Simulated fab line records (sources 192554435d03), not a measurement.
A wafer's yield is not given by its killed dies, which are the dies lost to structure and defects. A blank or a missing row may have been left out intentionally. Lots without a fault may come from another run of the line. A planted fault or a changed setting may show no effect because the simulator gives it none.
fab line records	flow n5_finfet
record lots=11	wafers=29	last_day=18
route steps=1938 shown BEOL_M5@1154
lots with no fault: from the same line, run without faults
start_h: hours from the record's first day to the start of the lot's first wafer shown	wait_h: hours elapsed since this lot's preceding step	" same as the row above	L1.1+2: a single row standing in for several wafers	- no value present, or no start provided	* or withheld: withheld	< > ~ a bound
route shown NAME@n: names a module that has steps shown in the file, with the first one's number in the route	usual: mean and standard deviation over wafers with no fault	same: alike in all rows	chamber/n: place in a boat	sites: readings site by site	_std_site: the values' standard deviation	_edge_site: inner sites' mean taken away from outer sites' mean	radius_mm: how far each site lies from the wafer's centre	mask NAME#n: copy n	behind: the last tool/chamber to shape the wafer	hold: reason for holding the lot/hours on hold/outcome of the hold	device: names the non-switching transistor (n, p or np)	end of line: tests run on the same wafers once the route is complete	step lacking rows: just its recipe	killed: dies that structure and defects cost at the first sort, which is not the same as the wafer's yield	map: the dies of a wafer, with x for killed, . for not killed, _ for no die there
set.NAME: the setting as run; set.NAME@STEP: as run at that earlier step	model.NAME: the simulator's own value behind a step, which no gauge read
one table for each step of the route and one row for each wafer, over a sample of lots
services: a tool's chamber out of use, with start hour (start_h, from the record's first day; less than 0 if before it), hours out, and reason
## steps
# step N5_BEOL_M5_ETCH_68
# recipe chemistry=N2/H2	target=SOC	target_depth_a=800	overetch_a=160	mask_material=SiARC	temp_c=40	time_s=120	ion_energy_ev=200	pressure_mtorr=30	source_w=840	bias_w=150	n2_flow_sccm=200	h2_flow_sccm=200
# usual drypump_motor_current_A=5.4/0.36	n2_flow_sccm=199.9/0.6	oes_product_au=0.64/0.059	rf_vpp_V=524.2/2.9	showerhead_plenum_p_Torr=2.54/0.1	throttle_valve_pct=17.7/0.31
lot.wafer	tool	chamber	start_h	wait_h	drypump_motor_current_A	n2_flow_sccm	oes_product_au	rf_hours_counter_h	rf_vpp_V	showerhead_plenum_p_Torr	throttle_valve_pct
L922.1	rie_diel-03	2	182.44	0.0	5.1	200.3	0.62	106	524.5	2.57	17.8
L922.5	"	1	"	"	5.6	199.6	0.55	-	523.4	2.52	18.1
L922.6	"	2	"	"	5.1	199.2	0.63	-	523.0	2.57	17.8
L923.2	rie_diel-03	2	201.74	0.0	5.1	200.3	0.62	111	524.1	2.57	17.8
L923.5	"	2	"	"	5.1	199.6	0.62	-	525.6	2.57	17.8
L923.6	"	1	"	"	5.6	199.9	0.55	-	524.0	2.52	18.1
L924.4	rie_diel-01	3	211.13	0.0	5.6	200.4	0.69	18	525.4	2.57	17.2
L924.5	"	3	"	"	5.6	200.1	0.70	-	525.6	2.57	17.2
L924.6	"	0	"	"	5.3	200.3	0.72	-	529.4	2.70	17.7
L931.3	rie_diel-01	1	238.85	0.0	5.1	200.0	0.56	179	521.2	2.41	18.2
L931.4	"	2	"	"	5.5	199.8	0.68	-	523.1	2.46	17.6
L931.5	"	1	"	"	5.1	201.0	0.56	-	520.9	2.41	18.1
L930.2	rie_diel-01	0	247.49	0.0	5.4	198.9	0.70	17	527.6	2.70	17.7
L930.3	"	1	"	"	5.1	200.2	0.56	184	519.5	2.41	18.2
L930.6	"	0	"	"	5.3	199.5	0.70	-	528.7	2.70	17.7
L932.1	rie_diel-01	3	258.20	0.0	5.6	200.4	0.68	29	524.4	2.56	17.2
L932.4	"	2	"	"	5.5	198.5	0.67	53	521.4	2.46	17.6
L932.6	"	0	"	"	5.3	200.0	0.68	-	528.8	2.70	17.7
L933.1	rie_diel-01	2	266.58	0.0	5.5	200.5	0.68	57	522.6	2.46	17.6
L933.6	"	0	"	"	5.3	200.0	0.68	-	528.2	2.70	17.7
L936.1	rie_diel-01	2	275.27	0.0	5.5	199.7	0.66	61	521.7	2.46	17.6
L936.3	"	1	"	"	5.1	199.4	0.55	198	520.2	2.40	18.2
L938.1	rie_diel-01	0	292.51	0.0	5.4	199.0	0.66	36	527.2	2.69	17.7
L938.6	"	1	"	"	5.1	200.7	0.55	-	520.4	2.40	18.2
L940.2	rie_diel-03	2	303.82	0.0	5.1	199.5	0.61	128	526.1	2.56	17.9
L940.4	"	1	"	"	5.6	200.4	0.54	221	522.2	2.51	18.1
L940.6	"	3	"	"	6.2	200.5	0.62	-	520.9	2.47	17.8
L942.2	rie_diel-04	3	322.26	0.0	6.4	200.5	0.54	193	522.3	2.54	18.3
L942.5	"	3	"	"	6.4	200.7	0.55	-	524.1	2.54	18.3
# step N5_BEOL_M5_VIA_ETCH_34
# recipe chemistry=C4F6/O2	target=SiCOH_lowk	target_depth_a=883	mask_material=SOC	taper_deg=4	time_s=39.2	ion_energy_ev=250	pressure_mtorr=30	source_w=345	bias_w=185	Ar_flow_sccm=300	C4F6_flow_sccm=10	O2_flow_sccm=10
# usual drypump_motor_current_A=5.4/0.36	oes_ar_750_au=0.83/0.08	oes_product_au=0.83/0.084	rf_vpp_V=673/18	showerhead_plenum_p_Torr=2.85/0.095	throttle_valve_pct=20.9/0.33
lot.wafer	tool	chamber	start_h	wait_h	drypump_motor_current_A	oes_ar_750_au	oes_product_au	rf_hours_counter_h	rf_vpp_V	showerhead_plenum_p_Torr	throttle_valve_pct
L922.1	rie_diel-03	2	182.54	0.0	5.1	0.82	0.82	106	657	2.88	21.0
L922.5	"	1	"	"	5.6	0.72	0.73	-	673	2.80	21.0
L922.6	"	2	"	"	5.1	0.82	0.81	-	655	2.89	21.0
L923.2	rie_diel-03	2	201.84	0.0	5.1	0.82	0.81	111	655	2.88	21.0
L923.5	"	2	"	"	5.1	0.82	0.80	-	653	2.88	21.0
L923.6	"	1	"	"	5.6	0.72	0.71	-	674	2.80	21.0
L924.4	rie_diel-01	3	211.23	0.0	5.6	0.93	0.93	18	649	2.93	20.6
L924.5	"	3	"	"	5.6	0.94	0.93	-	650	2.93	20.6
L924.6	"	0	"	"	5.3	0.92	0.95	-	693	2.98	20.6
L931.3	rie_diel-01	1	238.95	0.0	5.1	0.72	0.72	179	672	2.75	21.4
L931.4	"	2	"	"	5.4	0.87	0.88	-	702	2.76	20.5
L931.5	"	1	"	"	5.1	0.72	0.72	-	670	2.75	21.4
L930.2	rie_diel-01	0	247.60	0.0	5.3	0.90	0.93	17	693	2.98	20.6
L930.3	"	1	"	"	5.1	0.71	0.72	184	673	2.75	21.5
L930.6	"	0	"	"	5.3	0.90	0.92	-	691	2.98	20.6
L932.1	rie_diel-01	3	258.30	0.0	5.6	0.92	0.91	29	651	2.93	20.6
L932.4	"	2	"	"	5.4	0.86	0.87	53	701	2.75	20.6
L932.6	"	0	"	"	5.3	0.88	0.91	-	691	2.98	20.6
L933.1	rie_diel-01	2	266.68	0.0	5.5	0.85	1.11	57	704	2.75	20.7
L933.6	"	0	"	"	5.3	0.88	0.91	-	690	2.97	20.7
L936.1	rie_diel-01	2	275.37	0.0	5.5	0.84	1.11	61	702	2.75	20.7
L936.3	"	1	"	"	5.1	0.70	0.71	198	672	2.74	21.5
L938.1	rie_diel-01	0	292.61	0.0	5.3	0.86	1.15	36	691	2.97	20.7
L938.6	"	1	"	"	5.1	0.69	0.70	-	673	2.74	21.5
L940.2	rie_diel-03	2	303.92	0.0	5.1	0.81	0.80	128	654	2.87	21.0
L940.4	"	1	"	"	5.6	0.71	0.72	221	673	2.79	21.0
L940.6	"	3	"	"	6.2	0.82	0.80	-	666	2.80	21.1
L942.2	rie_diel-04	3	322.36	0.0	6.4	0.73	0.72	193	656	2.83	21.2
L942.5	"	3	"	"	6.4	0.72	0.73	-	657	2.83	21.2
# step N5_BEOL_M5_ETCH_41
# recipe chemistry=CH3F/O2	target=SiCN	target_depth_a=315	taper_deg=2	time_s=56.7	ion_energy_ev=120	mask_material=TiN	pressure_mtorr=30	source_w=395	bias_w=75	Ar_flow_sccm=150	CH3F_flow_sccm=30	O2_flow_sccm=20
# usual drypump_motor_current_A=5.4/0.36	oes_product_au=0.83/0.084	rf_vpp_V=297.5/1.9	showerhead_plenum_p_Torr=2.01/0.071	throttle_valve_pct=16.3/0.31
lot.wafer	tool	chamber	start_h	wait_h	drypump_motor_current_A	oes_product_au	rf_hours_counter_h	rf_vpp_V	showerhead_plenum_p_Torr	throttle_valve_pct
L922.1	rie_diel-03	2	-	-	5.1	0.81	106	296.9	2.02	16.4
L922.5	"	1	"	"	5.6	0.72	-	297.5	1.97	16.5
L922.6	"	2	"	"	5.1	0.81	-	298.5	2.02	16.4
L923.2	rie_diel-03	2	-	-	5.1	0.81	111	296.7	2.02	16.4
L923.5	"	2	"	"	5.1	0.81	-	298.2	2.02	16.4
L923.6	"	1	"	"	5.6	0.72	-	296.0	1.97	16.5
L924.4	rie_diel-01	3	-	-	5.6	0.94	18	298.0	2.06	16.0
L924.5	"	3	"	"	5.6	0.92	-	298.1	2.06	16.0
L924.6	"	0	"	"	5.4	0.95	-	300.6	2.11	16.1
L931.3	rie_diel-01	1	-	-	5.1	0.72	179	296.4	1.93	16.8
L931.4	"	2	"	"	5.4	0.88	-	295.5	1.93	16.0
L931.5	"	1	"	"	5.1	0.72	-	295.3	1.93	16.8
L930.2	rie_diel-01	0	-	-	5.4	0.94	17	299.9	2.10	16.1
L930.3	"	1	"	"	5.1	0.72	184	294.9	1.93	16.8
L930.6	"	0	"	"	5.4	0.94	-	298.5	2.10	16.1
L932.1	rie_diel-01	3	-	-	5.6	0.91	29	299.2	2.06	16.0
L932.4	"	2	"	"	5.4	0.87	53	296.2	1.93	16.0
L932.6	"	0	"	"	5.3	0.92	-	301.8	2.10	16.1
L933.1	rie_diel-01	2	-	-	5.5	0.87	57	295.6	1.93	16.0
L933.6	"	0	"	"	5.4	0.92	-	300.6	2.10	16.1
L936.1	rie_diel-01	2	-	-	5.5	0.87	61	295.7	1.93	16.0
L936.3	"	1	"	"	5.1	0.71	198	296.0	1.92	16.8
L938.1	rie_diel-01	0	-	-	5.4	0.89	37	299.9	2.10	16.1
L938.6	"	1	"	"	5.1	0.70	-	293.0	1.92	16.9
L940.2	rie_diel-03	2	-	-	5.1	0.80	128	297.7	2.02	16.4
L940.4	"	1	"	"	5.6	0.71	221	297.2	1.97	16.6
L940.6	"	3	"	"	6.2	0.80	-	296.2	1.96	16.5
L942.2	rie_diel-04	3	-	-	6.4	0.71	193	297.7	1.98	16.6
L942.5	"	3	"	"	6.4	0.71	-	298.1	1.98	16.6
# step N5_BEOL_M5_CD_MEAS_35
# recipe target_cd_nm=28	target_cd_y_nm=24	polarity=opening
# usual cd_nm=28.2/0.44
lot.wafer	tool	chamber	start_h	wait_h	cd_nm
L922.1	cd_sem-01	-	182.93	0.0	28.2
L922.5	"	-	"	"	29.3
L922.6	"	-	"	"	28.8
L923.2	cd_sem-02	-	202.25	0.0	27.9
L923.5	"	-	"	"	27.8
L923.6	"	-	"	"	28.2
L924.4	cd_sem-01	-	211.63	0.0	28.1
L924.5	"	-	"	"	27.8
L924.6	"	-	"	"	28.5
L931.3	cd_sem-01	-	239.35	0.0	27.5
L931.4	"	-	"	"	28.2
L931.5	"	-	"	"	27.9
L930.2	cd_sem-01	-	247.99	0.0	27.9
L930.3	"	-	"	"	27.4
L930.6	"	-	"	"	28.1
L932.1	cd_sem-02	-	258.70	0.0	27.9
L932.4	"	-	"	"	27.9
L932.6	"	-	"	"	28.0
L933.1	cd_sem-01	-	267.08	0.0	28.0
L933.6	"	-	"	"	28.2
L936.1	cd_sem-02	-	275.76	0.0	27.8
L936.3	"	-	"	"	27.9
L938.1	cd_sem-01	-	293.00	0.0	28.3
L938.6	"	-	"	"	27.9
L940.2	cd_sem-02	-	304.31	0.0	27.6
L940.4	"	-	"	"	28.0
L940.6	"	-	"	"	28.3
L942.2	cd_sem-02	-	322.76	0.0	27.9
L942.5	"	-	"	"	28.4
## services
tool	chamber	start_h	hours	kind
rie_diel-04	-	167.56	0.5	repair
rie_diel-01	0	223.37	15.1	repair
rie_diel-01	3	232.64	22.4	repair
rie_diel-03	-	244.35	28.1	pm
rie_diel-04	2	292.60	-	clean
rie_diel-04	2	292.60	-	consumable_replace:focus_ring
rie_diel-04	2	292.60	-	consumable_replace:showerhead
rie_diel-04	2	292.60	22.2	scheduled_down
rie_diel-04	2	292.60	22.2	vent_cycle
rie_diel-03	-	302.43	0.1	repair
rie_diel-04	-	305.71	4.3	pm
rie_diel-01	-	311.69	0.4	repair
## key
first_sign step=N5_BEOL_M5_VIA_ETCH_34	reading=oes_product_au	direction=up	sigmas=3.5	usual=0.83	struck=1.12
effect none on later readings
met_at N5_BEOL_M5_VIA_ETCH_34
struck_lots L933,L936,L938
struck_wafers L933.1,L936.1,L938.1
baseline_loss step=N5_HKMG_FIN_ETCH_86	wafers=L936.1
not_acting_at N5_BEOL_M5_ETCH_68,N5_BEOL_M5_ETCH_41,N5_BEOL_M5_CD_MEAS_35
onset_between 258.30 266.68
fault kind=process_parameter_drift	tool=rie_diel-01	chamber=-	onset_h=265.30	steps=N5_BEOL_M5_VIA_ETCH_34	channel=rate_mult	offset=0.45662	shape=step	end_h=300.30	scope=struck_wafers_only
# baseline_loss: these wafers lose ten dies or more at that step, a loss of the line's own and not of a fault; the sort's usual values leave them out
